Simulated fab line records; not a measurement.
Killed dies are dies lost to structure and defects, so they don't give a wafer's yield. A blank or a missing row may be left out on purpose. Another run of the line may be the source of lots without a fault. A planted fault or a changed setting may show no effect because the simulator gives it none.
fab line records ; flow n5_finfet
[record] lots = 6; wafers = 18; last_day = 16
route steps=1938 shown HKMG_FIN@437 BEOL_M4@1111 PASSIVATION@1936
lots untouched by any fault: they come from a run of this same line in which no faults occurred
start_h: the number of hours between the record's first day and the start of the first shown wafer of the lot ; wait_h: how many hours have passed since the lot's step before this one ; " identical to the entry in the row above ; L1.1+2: a row that stands for several wafers ; - value missing, or start not given ; * or withheld: withheld ; < > ~ a bound
route shown NAME@n: NAME is a module with steps in the file, n the number in the route of the first one ; usual: the fault-free wafers' mean and standard deviation ; same: alike in all rows ; chamber/n: place in a boat ; sites: readings site by site ; _std_site: standard deviation of those values ; _edge_site: mean of outer sites minus mean of inner sites ; radius_mm: for every site, how far away it sits from the centre of the wafer ; mask NAME#n: copy n ; behind: the last tool/chamber to shape the wafer ; hold: cause of the lot's hold/its duration in hours/its outcome ; device: whichever transistor did not switch (one of n, p or np) ; end of line: tests run on the same wafers once the route is complete ; a step with no rows: only its recipe ; killed: dies lost to structure and defects at the first sort, not the wafer's yield ; map: per-die view of a wafer (x killed, . not killed, _ where there is no die)
set.NAME: setting as actually run; set.NAME@STEP: the setting as run at that earlier step ; model.NAME: the simulator's own value behind a step, which no gauge read
a table for each step, a row for each wafer; lots at some steps of the route
services: the hour from which a tool's chamber was out of use, counted from the record's first day as start_h (under 0 if before that day), plus the number of hours and why
[[steps]]
[step N5_HKMG_FIN_STRIP_34]
[recipe] chemistry = CF4; resist = SiARC; power_w = 300; bias_power_w = 75; pressure_mtorr = 50; cf4_flow_sccm = 150; rf_frequency_hz = 6e+07
[usual] drypump_motor_current_A = 5.7/0.45; oes_product_au = 0.80/0.088; power_w = 299.9/0.89; rf_vpp_V = 271.4/1.6; showerhead_plenum_p_Torr = 1.80/0.062; throttle_valve_pct = 13.56/0.25
lot.wafer;tool;chamber;start_h;wait_h;drypump_motor_current_A;oes_product_au;power_w;rf_hours_counter_h;rf_vpp_V;showerhead_plenum_p_Torr;throttle_valve_pct
L361.3;rie_diel-06;1;87.16;0.0;6.3;0.66;300.1;242;272.4;1.77;13.85
L361.5;rie_diel-06;1;87.16;0.0;6.3;0.66;298.3;-;270.8;1.77;13.82
L361.6;rie_diel-06;2;87.16;0.0;5.5;0.72;299.2;-;274.0;1.84;13.87
L365.3;rie_diel-01;2;106.87;0.0;6.2;0.68;299.2;236;270.2;1.85;13.87
L365.5;rie_diel-01;2;106.87;0.0;6.2;0.69;299.6;-;272.5;1.85;13.87
L365.6;rie_diel-01;3;106.87;0.0;5.4;0.93;299.7;-;270.4;1.77;13.28
L367.2;rie_diel-06;2;119.59;0.0;5.5;0.71;299.5;188;272.6;1.84;13.90
L367.3;rie_diel-06;3;119.59;0.0;5.5;0.82;301.7;68;268.7;1.73;13.52
L367.4;rie_diel-06;2;119.59;0.0;5.5;0.71;299.8;-;273.0;1.84;13.90
L369.1;rie_diel-02;3;131.98;0.0;6.1;0.68;301.6;244;270.1;1.77;13.98
L369.3;rie_diel-02;0;131.98;0.0;5.5;0.91;299.7;20;273.4;1.90;13.33
L369.5;rie_diel-02;0;131.98;0.0;5.5;0.90;300.1;-;275.1;1.90;13.32
L377.2;rie_diel-02;3;180.41;0.0;6.1;0.96;298.9;3;270.2;1.77;13.44
L377.3;rie_diel-02;0;180.41;0.0;5.5;0.88;298.5;38;273.8;1.90;13.37
L377.6;rie_diel-02;2;180.41;0.0;5.8;0.89;299.2;-;273.6;1.84;13.39
L381.4;rie_diel-02;2;201.15;0.0;5.8;0.86;300.9;30;271.3;1.84;13.40
L381.5;rie_diel-02;1;201.15;0.0;6.3;0.76;298.9;-;268.8;1.73;13.50
L381.6;rie_diel-02;0;201.15;0.0;5.5;0.87;299.4;-;274.4;1.89;13.40
[step N5_HKMG_FIN_ETCH_35]
[recipe] chemistry = N2/H2; target = SOC; target_depth_a = 2158; ion_energy_ev = 65; bias_w = 5; source_w = 3000; time_s = 243.4; pressure_mtorr = 30; n2_flow_sccm = 200; h2_flow_sccm = 200
[usual] drypump_motor_current_A = 5.7/0.45; n2_flow_sccm = 200.0/0.51; oes_product_au = 0.82/0.099; rf_vpp_V = 141.6/1; showerhead_plenum_p_Torr = 2.56/0.098; throttle_valve_pct = 17.86/0.27
[same] time_s = 243.4
lot.wafer;tool;chamber;start_h;wait_h;drypump_motor_current_A;n2_flow_sccm;oes_product_au;rf_hours_counter_h;rf_vpp_V;showerhead_plenum_p_Torr;throttle_valve_pct
L361.3;rie_diel-06;1;87.18;0.0;6.3;200.8;0.68;242;140.6;2.50;17.85
L361.5;rie_diel-06;1;87.18;0.0;6.3;200.6;0.68;-;141.5;2.50;17.85
L361.6;rie_diel-06;2;87.18;0.0;5.5;199.4;0.74;-;143.1;2.64;18.34
L365.3;rie_diel-01;2;106.89;0.0;6.2;200.0;0.69;236;143.0;2.60;18.06
L365.5;rie_diel-01;2;106.89;0.0;6.2;199.9;0.70;-;141.9;2.60;18.05
L365.6;rie_diel-01;3;106.89;0.0;5.4;199.4;0.94;-;140.5;2.47;17.61
L367.2;rie_diel-06;2;119.61;0.0;5.6;200.5;0.74;188;142.3;2.64;18.36
L367.3;rie_diel-06;3;119.61;0.0;5.6;199.9;0.85;68;140.8;2.48;17.92
L367.4;rie_diel-06;2;119.61;0.0;5.5;200.8;0.73;-;143.5;2.64;18.36
L369.1;rie_diel-02;3;132.00;0.0;6.1;201.5;0.68;244;142.1;2.48;18.01
L369.3;rie_diel-02;0;132.00;0.0;5.5;199.3;0.94;20;141.8;2.71;17.78
L369.5;rie_diel-02;0;132.00;0.0;5.5;200.1;0.93;-;143.0;2.71;17.80
L377.2;rie_diel-02;3;180.43;0.0;6.1;201.0;0.99;3;141.2;2.48;17.63
L377.3;rie_diel-02;0;180.43;0.0;5.5;199.7;0.89;38;141.9;2.70;17.82
L377.6;rie_diel-02;2;180.43;0.0;5.8;200.1;0.90;-;141.8;2.62;17.79
L381.4;rie_diel-02;2;201.17;0.0;5.8;199.9;0.90;30;142.8;2.61;17.81
L381.5;rie_diel-02;1;201.17;0.0;6.3;200.4;0.77;-;140.4;2.44;17.67
L381.6;rie_diel-02;0;201.17;0.0;5.5;200.0;0.90;-;143.3;2.70;17.83
[step N5_HKMG_FIN_STRIP_92]
[recipe] chemistry = N2/H2; material = SOC; time_s = 20; power_w = 500; temp_c = 40; pressure_mtorr = 50; rf_frequency_hz = 6e+07; bias_power_w = 8; h2_frac = 0.5; n2_flow_sccm = 300; h2_flow_sccm = 300
[usual] drypump_motor_current_A = 5.7/0.45; n2_flow_sccm = 300.0/0.86; oes_product_au = 0.82/0.098; power_w = 499.6/1.5; rf_vpp_V = 54.2/0.83; showerhead_plenum_p_Torr = 3.38/0.12; throttle_valve_pct = 19.1/0.36
[same] time_s = 20
lot.wafer;tool;chamber;start_h;wait_h;drypump_motor_current_A;n2_flow_sccm;oes_product_au;power_w;rf_hours_counter_h;rf_vpp_V;showerhead_plenum_p_Torr;throttle_valve_pct
L361.3;rie_diel-06;1;87.33;0.1;6.3;298.2;0.67;498.8;242;54.5;3.30;18.8
L361.5;rie_diel-06;1;87.33;0.1;6.3;301.7;0.68;497.5;-;54.3;3.30;18.8
L361.6;rie_diel-06;2;87.33;0.1;5.6;299.0;0.75;495.8;-;55.0;3.49;19.8
L365.3;rie_diel-01;2;107.04;0.1;6.2;299.2;0.69;501.8;236;55.5;3.44;19.2
L365.5;rie_diel-01;2;107.04;0.1;6.2;299.6;0.69;501.5;-;54.6;3.44;19.2
L365.6;rie_diel-01;3;107.04;0.1;5.4;300.7;0.92;498.4;-;54.9;3.27;19.1
L367.2;rie_diel-06;2;119.76;0.1;5.6;300.7;0.74;500.8;189;54.2;3.48;19.8
L367.3;rie_diel-06;3;119.76;0.1;5.6;300.3;0.86;495.5;68;53.5;3.27;18.9
L367.4;rie_diel-06;2;119.76;0.1;5.6;300.6;0.74;499.0;-;53.8;3.48;19.8
L369.1;rie_diel-02;3;132.15;0.1;6.2;299.3;0.69;502.5;244;54.2;3.28;19.0
L369.3;rie_diel-02;0;132.15;0.1;5.5;300.4;0.95;497.7;20;54.2;3.57;19.3
L369.5;rie_diel-02;0;132.15;0.1;5.5;301.2;0.94;499.4;-;52.8;3.57;19.4
L377.2;rie_diel-02;3;180.58;0.1;6.1;299.1;1.00;502.6;3;54.1;3.28;18.6
L377.3;rie_diel-02;0;180.58;0.1;5.5;300.2;0.91;499.8;38;54.7;3.56;19.4
L377.6;rie_diel-02;2;180.58;0.1;5.8;299.1;0.90;500.3;-;55.2;3.45;19.0
L381.4;rie_diel-02;2;201.32;0.1;5.8;299.7;0.88;499.2;30;55.6;3.45;19.0
L381.5;rie_diel-02;1;201.32;0.1;6.3;298.7;0.77;502.5;-;54.2;3.23;18.8
L381.6;rie_diel-02;0;201.32;0.1;5.5;299.3;0.89;499.7;-;55.4;3.56;19.4
[step N5_HKMG_FIN_WET_ETCH_18]
[recipe] chemistry = SC1; target = TiN; mix = 1:1:5; temp_c = *; time_s = 55; target_depth_nm = 5.2; dry = ipa_marangoni; rinse_time_s = 30; rinse_temp_c = 23
[step N5_HKMG_FIN_STRIP_19]
[recipe] chemistry = N2/H2; power_w = 2500; temp_c = 300; h2_frac = 0.65; time_s = 360; pressure_mtorr = withheld; n2_flow_sccm = 1750; h2_flow_sccm = 3250
[usual] drypump_motor_current_A = 5.8/0.46; heater_power_w = 496/37; n2_flow_sccm = 1750/5.2
[same] time_s = 360
lot.wafer;tool;chamber;start_h;wait_h;drypump_motor_current_A;heater_power_w;n2_flow_sccm;rf_hours_counter_h
L361.3;plasma_asher-02;0;87.76;0.3;5.8;535;1751;-
L361.5;plasma_asher-02;1;87.76;0.3;5.9;439;1749;-
L361.6;plasma_asher-02;0;87.76;0.3;5.8;531;1753;-
L365.3;plasma_asher-01;1;107.30;0.1;6.3;491;1757;-
L365.5;plasma_asher-01;0;107.30;0.1;5.0;515;1754;-
L365.6;plasma_asher-01;1;107.30;0.1;6.4;485;1754;-
L367.2;plasma_asher-01;0;119.90;0.0;5.0;503;1749;44
L367.3;plasma_asher-01;1;119.90;0.0;6.4;499;1747;-
L367.4;plasma_asher-01;0;119.90;0.0;5.0;513;1754;-
L369.1;plasma_asher-02;0;132.31;0.0;5.8;541;1751;98
L369.3;plasma_asher-02;0;132.31;0.0;5.8;536;1751;-
L369.5;plasma_asher-02;1;132.31;0.0;5.9;442;1753;-
L377.2;plasma_asher-02;0;180.73;0.0;5.8;541;1757;108
L377.3;plasma_asher-02;1;180.73;0.0;5.9;454;1751;-
L377.6;plasma_asher-02;0;180.73;0.0;5.8;539;1751;-
L381.4;plasma_asher-02;1;201.59;0.1;5.9;436;1750;-
L381.5;plasma_asher-02;1;201.59;0.1;5.9;444;1755;-
L381.6;plasma_asher-02;0;201.59;0.1;5.8;547;1753;-
[step N5_HKMG_FIN_ALD_91]
[recipe] material = TiN; target_thk_a = 10; temp_c = 400; ald_precursor_family = TiCl4; ald_co_reactant = NH3; pulse_time_s = 1; purge_time_s = 3; co_reactant_purge_time_s = 2; co_reactant_pulse_time_s = 2; ald_cycles = 47; pressure_torr = 3
[step N5_HKMG_FIN_COAT_85]
[recipe] resist = SOC; temp_c = 250; time_s = 60; spin_rpm = 1500; resist_thk_nm = 300
[step N5_HKMG_FIN_ETCH_86]
[recipe] chemistry = N2/H2; target = SOC; target_depth_a = 3932; stop_on = TiN; ion_energy_ev = 100; bias_w = 61; pressure_mtorr = 30; source_w = 850; n2_flow_sccm = 200; h2_flow_sccm = 200
[usual] drypump_motor_current_A = 5.7/0.5; n2_flow_sccm = 200.1/0.52; oes_product_au = 0.81/0.093; rf_vpp_V = 240.7/1.5; showerhead_plenum_p_Torr = 2.55/0.093; throttle_valve_pct = 17.82/0.29
lot.wafer;tool;chamber;start_h;wait_h;drypump_motor_current_A;n2_flow_sccm;oes_product_au;rf_hours_counter_h;rf_vpp_V;showerhead_plenum_p_Torr;throttle_valve_pct
L361.3;rie_diel-01;0;88.46;-;4.7;201.1;0.75;167;239.9;2.55;17.70
L361.5;rie_diel-01;0;88.46;-;4.7;200.5;0.75;-;241.8;2.55;17.73
L361.6;rie_diel-01;1;88.46;-;5.0;199.9;0.75;-;238.9;2.46;18.34
L365.3;rie_diel-06;1;107.95;-;6.3;199.4;0.66;249;239.8;2.49;17.82
L365.5;rie_diel-06;0;107.95;-;5.7;200.7;0.88;-;241.8;2.70;17.51
L365.6;rie_diel-06;1;107.95;-;6.3;199.4;0.66;-;241.4;2.49;17.84
L367.2;rie_diel-01;2;120.71;-;6.2;200.0;0.69;240;240.9;2.60;18.02
L367.3;rie_diel-01;3;120.71;-;5.4;200.5;0.92;17;240.3;2.47;17.57
L367.4;rie_diel-01;1;120.71;-;5.0;200.8;0.75;155;238.7;2.45;18.34
L369.1;rie_diel-02;3;133.03;-;6.1;200.3;0.68;244;240.6;2.48;17.96
L369.3;rie_diel-02;1;133.03;-;6.4;200.4;0.78;133;240.3;2.45;17.59
L369.5;rie_diel-02;2;133.03;-;5.8;198.8;0.94;-;242.1;2.62;17.71
L377.2;rie_diel-02;1;181.47;-;6.3;200.0;0.77;150;239.2;2.45;17.61
L377.3;rie_diel-02;3;181.47;-;6.1;199.4;0.97;4;238.9;2.48;17.61
L377.6;rie_diel-02;3;181.47;-;6.2;200.5;0.97;-;240.7;2.48;17.58
L381.4;rie_diel-02;2;202.23;-;5.8;200.3;0.87;30;241.4;2.61;17.77
L381.5;rie_diel-02;1;202.23;-;6.4;199.9;0.75;-;238.2;2.44;17.62
L381.6;rie_diel-02;0;202.23;-;5.5;200.6;0.86;-;242.3;2.70;17.80
[step N5_HKMG_FIN_STRIP_89]
[recipe] chemistry = N2/H2; material = SOC; time_s = 20; power_w = 500; temp_c = 40; pressure_mtorr = 50; rf_frequency_hz = 6e+07; bias_power_w = 8; h2_frac = 0.5; n2_flow_sccm = 300; h2_flow_sccm = 300
[step N5_HKMG_FIN_WET_ETCH_87]
[recipe] chemistry = SC1; target = TiN; mix = 1:2:40; temp_c = 50; time_s = 154.2; target_depth_nm = 4.7; dry = ipa_marangoni; rinse_time_s = 30; rinse_temp_c = 23
[step N5_HKMG_FIN_STRIP_88]
[recipe] chemistry = N2/H2; power_w = 2500; temp_c = 300; h2_frac = 0.65; time_s = 360; pressure_mtorr = withheld; n2_flow_sccm = 1750; h2_flow_sccm = 3250
[step N5_HKMG_FIN_NWFM_ALD_20]
[recipe] material = TiAlC; target_thk_a = 20; temp_c = 300; ald_precursor_family = TiCl4; ald_co_reactant = TEA; pulse_time_s = 3; purge_time_s = 2; co_reactant_purge_time_s = 2; co_reactant_pulse_time_s = 10; ald_cycles = 7; pressure_torr = 3
[step N5_HKMG_FIN_ALD_71]
[recipe] material = TiN; target_thk_a = 10; temp_c = 400; ald_precursor_family = TiCl4; ald_co_reactant = NH3; pulse_time_s = 1; purge_time_s = 3; co_reactant_purge_time_s = 2; co_reactant_pulse_time_s = 2; ald_cycles = 47; pressure_torr = 3
[usual] heater_power_w = 858/61; precursor_pulse_height_rel = 1.000/0.018; susceptor_temp_C = 399.98/0.22
lot.wafer;tool;chamber;start_h;wait_h;heater_power_w;precursor_pulse_height_rel;since_wet_clean_h;susceptor_temp_C
L361.3;ald_metal-03;1;89.46;0.0;940;1.022;4368;400.26
L361.5;ald_metal-03;3;89.46;0.0;934;0.992;-;399.41
L361.6;ald_metal-03;2;89.46;0.0;865;1.013;-;399.93
L365.3;ald_metal-02;1;108.72;0.0;910;1.018;2849;409.20
L365.5;ald_metal-02;0;108.72;0.0;841;1.005;-;399.91
L365.6;ald_metal-02;1;108.72;0.0;917;1.000;-;408.71
L367.2;ald_metal-02;1;121.50;0.0;913;0.999;2861;409.70
L367.3;ald_metal-02;0;121.50;0.0;823;1.010;2861;400.39
L367.4;ald_metal-02;2;121.50;0.0;806;1.017;2861;400.15
L369.1;ald_metal-03;0;133.76;0.0;909;1.009;4412;399.64
L369.3;ald_metal-03;1;133.76;0.0;911;1.009;4412;399.82
L369.5;ald_metal-03;0;133.76;0.0;901;0.955;-;399.77
L377.2;ald_metal-03;0;182.21;0.0;930;0.993;4461;399.94
L377.3;ald_metal-03;2;182.21;0.0;863;1.002;4461;399.82
L377.6;ald_metal-03;0;182.21;0.0;931;1.009;-;400.28
L381.4;ald_metal-02;3;202.96;0.0;810;0.973;2943;400.02
L381.5;ald_metal-02;0;202.96;0.0;805;1.035;-;399.99
L381.6;ald_metal-02;1;202.96;0.0;855;1.023;-;400.27
[step N5_HKMG_FIN_COAT_66]
[recipe] resist = SOC; temp_c = 250; time_s = 60; spin_rpm = 1500; resist_thk_nm = 300
[step N5_BEOL_M4_RC_MEAS_101]
[usual] DIBL_N = 36.8/1.5; DIBL_P = 37.1/2.1; IOFF_N = 0.168/0.03; IOFF_P = 0.22/0.034; ION_N = 679/12; ION_P = 466/8; SS_N = 71.7/0.58; SS_P = 73.5/0.67; VT_N = 248.8/2.7; VT_P = -250/3.3
lot.wafer;tool;chamber;start_h;wait_h;DIBL_N[mV/V];DIBL_P[mV/V];IOFF_N[nA/um];IOFF_P[nA/um];ION_N[uA/um];ION_P[uA/um];SS_N[mV/dec];SS_P[mV/dec];VT_N[mV];VT_P[mV]
L361.3;prober-01;0;170.95;0.3;37.1;38.3;0.189;0.25;681;461;71.5;73.4;245.9;-247
L361.5;prober-01;0;170.95;0.3;37.0;37.9;0.182;0.25;684;467;71.4;74.3;248.8;-247
L361.6;prober-01;0;170.95;0.3;38.0;39.9;0.210;0.28;692;471;71.4;74.6;246.4;-245
L365.3;prober-01;0;186.07;0.3;36.4;35.5;0.150;0.21;674;466;71.7;72.3;249.0;-250
L365.5;prober-01;0;186.07;0.3;37.0;36.5;0.167;0.23;669;464;72.5;73.1;249.3;-250
L365.6;prober-01;0;186.07;0.3;36.4;36.1;0.147;0.21;665;460;71.9;73.1;252.4;-249
L367.2;prober-02;0;207.43;0.2;38.0;37.7;0.178;0.25;686;479;71.1;74.2;246.7;-245
L367.3;prober-02;0;207.43;0.2;37.3;36.0;0.170;0.22;692;480;71.5;72.9;248.6;-249
L367.4;prober-02;0;207.43;0.2;37.8;36.7;0.154;0.22;683;466;71.7;73.6;250.6;-246
L369.1;prober-01;0;209.20;0.0;36.1;35.1;0.153;0.15;668;446;71.9;73.0;251.3;-255
L369.3;prober-01;0;209.20;0.0;36.7;36.8;0.161;0.19;680;456;71.6;73.4;250.4;-256
L369.5;prober-01;0;209.20;0.0;35.4;36.2;0.139;0.17;661;450;71.1;72.7;250.4;-256
L377.2;prober-01;0;269.53;0.2;35.7;37.3;0.140;0.22;669;465;71.0;73.1;252.1;-249
L377.3;prober-01;0;269.53;0.2;37.0;36.8;0.149;0.20;669;455;71.8;73.3;252.0;-251
L377.6;prober-01;0;269.53;0.2;37.8;39.1;0.178;0.24;679;470;71.1;74.2;249.1;-249
L381.4;prober-02;0;288.60;0.5;36.9;36.6;0.165;0.21;680;469;71.8;73.4;248.8;-255
L381.5;prober-02;0;288.60;0.5;37.2;37.0;0.182;0.23;697;481;72.4;73.6;250.4;-249
L381.6;prober-02;0;288.60;0.5;40.1;41.3;0.252;0.31;699;473;73.1;74.5;243.5;-246
[step N5_PASSIVATION_PROBE_49]
[usual] defect_limited_yield = 91.0/1.5; killed_at_M0_to_M3 = 34/11; killed_at_M4_up = 14/5.3; killed_at_contacts = 13/7; killed_at_front_end = 41/13; killed_at_other = 4/3.1; killed_dies = 106/17; killed_on_rim = 14/3.9; killed_open = 70/12; killed_short = 35/8; sort_bin_5_function = 5.2/0.98; sort_bin_6_memory = 3.4/0.69; sort_n_pass = 1074/17; sort_yield_pct = 91.0/1.5
[same] gross_dies = 1180; killed_at_back_side = 0; sort_bin_4_leakage[%] = 0; sort_bin_8_speed[%] = 0
lot.wafer;tool;chamber;start_h;wait_h;defect_limited_yield[%];killed_at_M0_to_M3;killed_at_M4_up;killed_at_contacts;killed_at_front_end;killed_at_other;killed_dies;killed_on_rim;killed_open;killed_short;sort_bin_5_function[%];sort_bin_6_memory[%];sort_n_pass;sort_yield_pct[%]
L361.3;prober-02;-;267.24;0.1;93.2;15;16;19;27;3;80;10;55;25;4.0;2.6;1100;93.2
L361.5;prober-02;-;267.34;0.2;93.1;32;14;10;25;1;82;10;56;24;3.9;2.6;1098;93.1
L361.6;prober-02;-;267.39;0.3;92.5;22;20;18;28;1;89;10;56;25;3.8;3.1;1091;92.5
L365.3;prober-01;-;286.83;0.1;89.6;30;17;11;60;5;123;19;87;36;7.1;3.1;1057;89.6
L365.5;prober-01;-;286.93;0.2;92.5;36;7;9;36;1;89;13;57;31;3.3;4.0;1091;92.5
L365.6;prober-01;-;286.98;0.3;91.2;32;9;23;37;3;104;15;68;35;5.1;3.1;1076;91.2
L367.2;prober-02;-;301.99;0.1;90.3;36;23;16;33;6;114;12;80;34;5.5;3.7;1066;90.3
L367.3;prober-02;-;302.04;0.1;91.7;33;15;10;37;3;98;15;60;38;5.0;3.1;1082;91.7
L367.4;prober-02;-;302.09;0.2;90.7;32;18;21;35;4;110;13;71;39;5.3;3.6;1070;90.7
L369.1;prober-01;-;302.51;0.0;91.4;42;12;6;40;2;102;16;63;38;4.8;3.6;1078;91.4
L369.3;prober-01;-;302.61;0.1;91.9;41;6;11;34;4;96;8;56;39;4.7;3.4;1084;91.9
L369.5;prober-01;-;302.71;0.2;93.2;29;23;10;18;0;80;10;53;26;3.9;2.4;1100;93.2
L377.2;prober-02;-;377.21;0.1;91.5;38;14;16;31;1;100;12;59;41;4.0;3.6;1080;91.5
L377.3;prober-02;-;377.26;0.1;92.8;32;7;16;28;2;85;7;61;23;3.7;3.1;1095;92.8
L377.6;prober-02;-;377.41;0.3;91.1;41;11;19;32;2;105;15;72;33;4.9;3.6;1075;91.1
L381.4;prober-01;-;393.46;0.2;92.0;16;8;10;59;1;94;17;68;23;5.5;1.9;1086;92.0
L381.5;prober-01;-;393.51;0.2;88.0;57;15;6;60;4;142;22;83;57;6.8;4.8;1038;88.0
L381.6;prober-01;-;393.56;0.3;88.0;42;19;8;65;8;142;15;94;46;6.4;5.2;1038;88.0
// killed by level:class
L361.3 MOL_CONTACT_COAG:geometric_particle:open=15 FIN_SAQP:geometric_particle:open=7 BEOL_M4:geometric_particle:open=7 BEOL_M0_SAQP:geometric_particle:open=6 FIN_SAQP:geometric_particle:short=4 MOL_CONTACT_COAG:geometric_particle:short=4 BEOL_M1:geometric_particle:open=4 BEOL_M0_SAQP:geometric_particle:short=3
L361.5 BEOL_M0_SAQP:geometric_particle:open=12 MOL_CONTACT_COAG:geometric_particle:open=10 FIN_SAQP:geometric_particle:short=7 BEOL_M2:geometric_particle:open=7 BEOL_M0_SAQP:geometric_particle:short=5 FIN_SAQP:geometric_particle:open=4 BEOL_M3:geometric_particle:short=3 BEOL_M5:geometric_particle:open=3
L361.6 MOL_CONTACT_COAG:geometric_particle:open=14 BEOL_M0_SAQP:geometric_particle:short=8 FIN_SAQP:geometric_particle:open=6 FIN_SAQP:geometric_particle:short=6 BEOL_M0_SAQP:geometric_particle:open=6 BEOL_M4:geometric_particle:open=6 HKMG_FIN:area_etch=5 MOL_CONTACT_COAG:geometric_particle:short=4
L365.3 STI_FIN_REVEAL:geometric_particle:open=21 FIN_SAQP:geometric_particle:short=12 MOL_CONTACT_COAG:geometric_particle:open=11 FIN_SAQP:geometric_particle:open=9 BEOL_M2:geometric_particle:open=9 BEOL_M4:geometric_particle:open=8 BEOL_M0_SAQP:geometric_particle:open=5 BEOL_M0_SAQP:geometric_particle:short=5
L365.5 BEOL_M0_SAQP:geometric_particle:open=15 MOL_CONTACT_COAG:geometric_particle:open=8 BEOL_M0_SAQP:geometric_particle:short=8 FIN_SAQP:geometric_particle:short=6 STI_FIN_REVEAL:geometric_particle:open=6 BEOL_M2:geometric_particle:open=6 FIN_SAQP:geometric_particle:open=5 STARTING-WAFER:geometric_particle:short=4
L365.6 MOL_CONTACT_COAG:geometric_particle:open=17 STI_FIN_REVEAL:geometric_particle:open=12 BEOL_M0_SAQP:geometric_particle:open=9 BEOL_M0_SAQP:geometric_particle:short=7 BEOL_M2:geometric_particle:open=6 MOL_CONTACT_COAG:geometric_particle:short=5 BEOL_M2:geometric_particle:short=4 BEOL_M3:geometric_particle:open=4
L367.2 STI_FIN_REVEAL:geometric_particle:open=12 MOL_CONTACT_COAG:geometric_particle:open=12 BEOL_M3:geometric_particle:open=7 BEOL_M4:geometric_particle:open=7 BEOL_M4:geometric_particle:short=7 FIN_SAQP:geometric_particle:open=6 BEOL_M0_SAQP:geometric_particle:short=6 BEOL_M1:geometric_particle:open=6
L367.3 MOL_CONTACT_COAG:geometric_particle:open=9 BEOL_M2:geometric_particle:open=9 STI_FIN_REVEAL:geometric_particle:open=8 BEOL_M0_SAQP:geometric_particle:short=8 FIN_SAQP:geometric_particle:short=7 BEOL_M3:geometric_particle:open=6 GATE_CUT:geometric_particle:short=5 BEOL_M4:geometric_particle:open=5
L367.4 MOL_CONTACT_COAG:geometric_particle:open=18 BEOL_M4:geometric_particle:open=8 FIN_SAQP:geometric_particle:short=7 STI_FIN_REVEAL:geometric_particle:open=7 BEOL_M0_SAQP:geometric_particle:short=7 BEOL_M2:geometric_particle:open=7 FIN_SAQP:geometric_particle:open=5 GATE_CUT:geometric_particle:short=5
L369.1 STI_FIN_REVEAL:geometric_particle:open=11 BEOL_M0_SAQP:geometric_particle:open=10 BEOL_M0_SAQP:geometric_particle:short=8 FIN_SAQP:geometric_particle:open=7 BEOL_M1:geometric_particle:open=7 MOL_CONTACT_COAG:geometric_particle:open=5 BEOL_M2:geometric_particle:open=5 STI_FIN_REVEAL:geometric_particle:short=4
L369.3 BEOL_M0_SAQP:geometric_particle:open=11 BEOL_M0_SAQP:geometric_particle:short=10 FIN_SAQP:geometric_particle:short=9 MOL_CONTACT_COAG:geometric_particle:open=7 BEOL_M1:geometric_particle:open=7 STI_FIN_REVEAL:geometric_particle:open=5 MOL_CONTACT_COAG:geometric_particle:short=4 BEOL_M0:geometric_particle:open=4
L369.5 BEOL_M4:geometric_particle:open=15 BEOL_M0_SAQP:geometric_particle:short=8 BEOL_M1:geometric_particle:open=8 MOL_CONTACT_COAG:geometric_particle:open=7 BEOL_M3:geometric_particle:open=4 GATE_CUT:geometric_particle:short=3 MOL_CONTACT_COAG:geometric_particle:short=3 BEOL_M2:geometric_particle:open=3
L377.2 MOL_CONTACT_COAG:geometric_particle:open=14 BEOL_M2:geometric_particle:open=14 FIN_SAQP:geometric_particle:short=12 BEOL_M0_SAQP:geometric_particle:open=5 BEOL_M3:geometric_particle:open=5 BEOL_M4:geometric_particle:open=5 BEOL_M4:geometric_particle:short=5 FIN_SAQP:geometric_particle:open=4
L377.3 MOL_CONTACT_COAG:geometric_particle:open=15 BEOL_M2:geometric_particle:open=15 BEOL_M4:geometric_particle:open=5 FIN_SAQP:geometric_particle:short=4 STI_FIN_REVEAL:geometric_particle:open=4 GATE_CUT:geometric_particle:short=4 BEOL_M2:geometric_particle:short=4 STARTING-WAFER:geometric_particle:open=4
L377.6 MOL_CONTACT_COAG:geometric_particle:open=17 BEOL_M2:geometric_particle:open=12 BEOL_M0_SAQP:geometric_particle:short=7 BEOL_M2:geometric_particle:short=6 BEOL_M0:geometric_particle:open=6 STARTING-WAFER:geometric_particle:open=6 FIN_SAQP:geometric_particle:short=5 FIN_SAQP:geometric_particle:open=4
L381.4 STI_FIN_REVEAL:geometric_particle:open=21 FIN_SAQP:geometric_particle:open=13 FIN_SAQP:geometric_particle:short=10 MOL_CONTACT_COAG:geometric_particle:open=9 STI_FIN_REVEAL:geometric_particle:short=5 BEOL_M0_SAQP:geometric_particle:open=4 DUMMY_GATE:geometric_particle:open=4 BEOL_M0_SAQP:geometric_particle:short=3
L381.5 FIN_SAQP:geometric_particle:short=13 STI_FIN_REVEAL:geometric_particle:open=13 BEOL_M3:geometric_particle:open=13 BEOL_M0_SAQP:geometric_particle:open=12 FIN_SAQP:geometric_particle:open=11 BEOL_M0_SAQP:geometric_particle:short=11 GATE_CUT:geometric_particle:open=7 BEOL_M2:geometric_particle:short=7
L381.6 STI_FIN_REVEAL:geometric_particle:open=19 BEOL_M4:geometric_particle:open=13 BEOL_M0_SAQP:geometric_particle:open=13 FIN_SAQP:geometric_particle:open=11 FIN_SAQP:geometric_particle:short=11 BEOL_M0_SAQP:geometric_particle:short=8 BEOL_M2:geometric_particle:open=8 MOL_CONTACT_COAG:geometric_particle:open=5
[[services]]
tool;chamber;start_h;hours;kind
rie_diel-02;0;66.19;-;clean
rie_diel-02;0;66.19;-;consumable_replace:focus_ring
rie_diel-02;0;66.19;-;consumable_replace:showerhead
rie_diel-02;0;66.19;18.1;scheduled_down
rie_diel-02;0;66.19;18.1;vent_cycle
rie_diel-02;-;72.54;11.6;repair
plasma_asher-01;-;80.62;13.4;repair
ald_metal-03;0;87.98;6.5;repair
rie_diel-02;2;96.77;1.5;repair
rie_diel-02;2;101.58;-;clean
rie_diel-02;2;101.58;-;consumable_replace:focus_ring
rie_diel-02;2;101.58;20.0;scheduled_down
rie_diel-02;2;101.58;20.0;vent_cycle
rie_diel-06;1;109.69;-;clean
rie_diel-06;1;109.69;-;consumable_replace:focus_ring
rie_diel-06;1;109.69;20.6;scheduled_down
ald_metal-02;-;116.98;0.9;repair
rie_diel-01;3;130.35;4.5;repair
ald_metal-03;2;131.81;1.9;repair
ald_metal-02;1;140.20;31.7;repair
rie_diel-02;3;148.32;-;clean
rie_diel-02;3;148.32;-;consumable_replace:focus_ring
rie_diel-01;-;148.96;0.1;repair
rie_diel-02;1;158.46;5.5;repair
[[key]]
[first_sign] step = N5_HKMG_FIN_ALD_71; reading = susceptor_temp_C; direction = up; sigmas = 41; usual = *; struck = *
effect none on later readings
met_at N5_HKMG_FIN_ALD_71
struck_wafers L365.3,L365.6,L367.2
[fault] kind = process_parameter_drift; tool = ald_metal-02; chamber = 1; onset_h = 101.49; steps = N5_HKMG_FIN_ALD_71; channel = temp_c; offset = *; shape = step; end_h = 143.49; acts_in = *; stated = *
